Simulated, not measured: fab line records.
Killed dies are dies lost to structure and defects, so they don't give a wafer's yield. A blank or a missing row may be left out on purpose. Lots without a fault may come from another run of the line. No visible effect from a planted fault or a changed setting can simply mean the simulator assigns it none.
A struck lot beside a sound one / flow n5 finfet / 16 steps out of a route of 1938
Sound: these wafers, L190.2, L190.3, L190.6. Wafers L186.1, L186.3, L186.6 were the ones struck. At the end, the cause is stated.
Each step with rows lists, per side, the tool, then ch with its chambers, then its first start. Under that, the readings that differ: sound wafers / struck wafers / difference of the means / sigmas: that difference in standard deviations of wafers without a fault.
alike: a reading whose means differ by less than 2 such deviations, as well as words and numbers matching on both sides. not compared: withheld readings; readings where some wafer has no value; bounds like >300 that might hide an equal value; numbers whose values overlap and for which the record gives no deviation.
The two part at a step that has a row with sigmas, a row that says differs or no value, or rows on one side only. Numbers that have no deviation but don't overlap get no sigmas and don't part them. Lack of a reading on every wafer of one side parts them only where that side has two or more wafers.

N5_PMOS_HMC_CHANNEL_EPI_OVL_MEAS_10:
  sound on overlay-01 ch 0, day 6 00:13; struck on overlay-01 ch 0, day 4 23:17
  alike: PMOS_HMC_BLK_OVL
N5_PMOS_HMC_CHANNEL_EPI_INSPECT_11: inspects for defects (macro).
  struck on defect inspect-01, day 4 23:19; sound on defect inspect-01, day 6 00:14
reading=raw defect count; sound=9 2 2; struck=2 1 0; difference=-3; sigmas=-2
then, 1 step without rows for these wafers: N5_PMOS_HMC_CHANNEL_EPI_DESCUM_14 (chemistry O2, time 7.9 s).
N5_PMOS_HMC_CHANNEL_EPI_ETCH_32: etches BARC in N2/H2, stops on SiO2, target depth 85.8 nm, time 50.3 s.
  sound on rie diel-04 ch 0,1,2, day 6 00:18; struck on rie diel-05 ch 1,2,3, day 4 23:23
  alike: drypump motor current A, oes product au, rf vpp V, showerhead plenum p Torr, throttle valve pct
  not compared: rf hours counter h
N5_PMOS_HMC_CHANNEL_EPI_HM_OPEN_15: chemistry CHF3/O2, target SiO2, target depth 40.6 nm, time 20.3 s.
  sound on rie diel-04 ch 0,1,2, day 6 00:20; struck on rie diel-05 ch 1,2,3, day 4 23:25
  alike: drypump motor current A, oes product au, rf vpp V, showerhead plenum p Torr, throttle valve pct
  not compared: rf hours counter h
N5_PMOS_HMC_CHANNEL_EPI_STRIP_33: strips in N2/H2.
  sound on rie diel-04 ch 0,1,2, day 6 00:24; struck on rie diel-05 ch 1,2,3, day 4 23:29
  alike: drypump motor current A, oes product au, rf vpp V, showerhead plenum p Torr, throttle valve pct
  not compared: rf hours counter h
then, 1 step without rows for these wafers: N5_PMOS_HMC_CHANNEL_EPI_STRIP_17 (strips in SPM, time 750 s).
N5_PMOS_HMC_CHANNEL_EPI_ETCH_38: etches SiO2 in CF4, target depth 1.5 nm.
  sound on rie si-01 ch 0,3, day 6 00:44; struck on rie si-04 ch 2,3, day 4 23:48
  alike: cf4 flow sccm, drypump motor current A, oes product au, throttle valve pct
  not compared: rf hours counter h
N5_PMOS_HMC_CHANNEL_EPI_FIN_RECESS_16: chemistry HBr/Cl2, target Si, target depth 54 nm, time 18 s.
  sound on rie si-01 ch 0,3, day 6 00:46; struck on rie si-04 ch 2,3, day 4 23:50
  alike: HBr_flow_sccm, drypump motor current A, oes product au, throttle valve pct
  not compared: rf hours counter h
then, 3 steps without rows for these wafers: N5_PMOS_HMC_CHANNEL_EPI_PRECLEAN_36 (cleans in O3/DIW, time 45 s); N5_PMOS_HMC_CHANNEL_EPI_PRECLEAN_18 (cleans in DHF, time 30 s); N5_PMOS_HMC_CHANNEL_EPI_SRD_19 (time 30 s).
N5_PMOS_HMC_CHANNEL_EPI_EPI_20: deposits SiGe30, target thk 59 nm.
  sound on epi rpcvd-04 ch 0, day 6 01:08; struck on epi rpcvd-02 ch 0, day 5 00:03
reading=chamber pressure Torr (Torr); sound=20.01 19.95 20.01; struck=25.67 25.62 25.56; difference=+5.63; sigmas=+99 or more
reading=model.SiGe30_of_PMOS_HMC_CHANNEL_EPI_EPI_20.thk nm (nm); sound=59.45 59.77 60.02; struck=65.25 65.03 65.26; difference=+5.43; sigmas=
N5_PMOS_HMC_CHANNEL_EPI_HM_STRIP_35: strips SiO2 in dHF, material SiO2, target depth 39.6 nm, time 216 s.
  sound on wet bench-05 ch 1,2,4, day 6 02:10; struck on wet bench-05 ch 1,3,7, day 5 01:17
reading=model.SiGe30_of_PMOS_HMC_CHANNEL_EPI_EPI_20.thk nm (nm); sound=59.39 59.71 59.97; struck=65.19 64.97 65.2; difference=+5.43; sigmas=
  alike: bath heat duty pct
then, 1 step without rows for these wafers: N5_PMOS_HMC_CHANNEL_EPI_SRD_39 (time 30 s).
-- record jumps: 6 days separate the struck wafers' starts on either side; left off in module PMOS_HMC_CHANNEL_EPI, taken up again in module BEOL_M4, whose first shown step is the route's number 1111 --
N5_BEOL_M4_RC_MEAS_101:
  sound on prober-01 ch 0, day 11 18:08; struck on prober-01 ch 0, day 11 02:02
  alike: DIBL_N, DIBL_P, IOFF_N, IOFF_P, ION_N, ION_P, SS_N, SS_P, VT_N, VT_P

## WHERE THEY PART
First at N5_PMOS_HMC_CHANNEL_EPI_INSPECT_11; last, within this record, at N5_PMOS_HMC_CHANNEL_EPI_EPI_20. Later steps at which nothing parts them and some readings are alike: N5_PMOS_HMC_CHANNEL_EPI_HM_STRIP_35, N5_BEOL_M4_RC_MEAS_101.

WHY: what had been put in by the simulator
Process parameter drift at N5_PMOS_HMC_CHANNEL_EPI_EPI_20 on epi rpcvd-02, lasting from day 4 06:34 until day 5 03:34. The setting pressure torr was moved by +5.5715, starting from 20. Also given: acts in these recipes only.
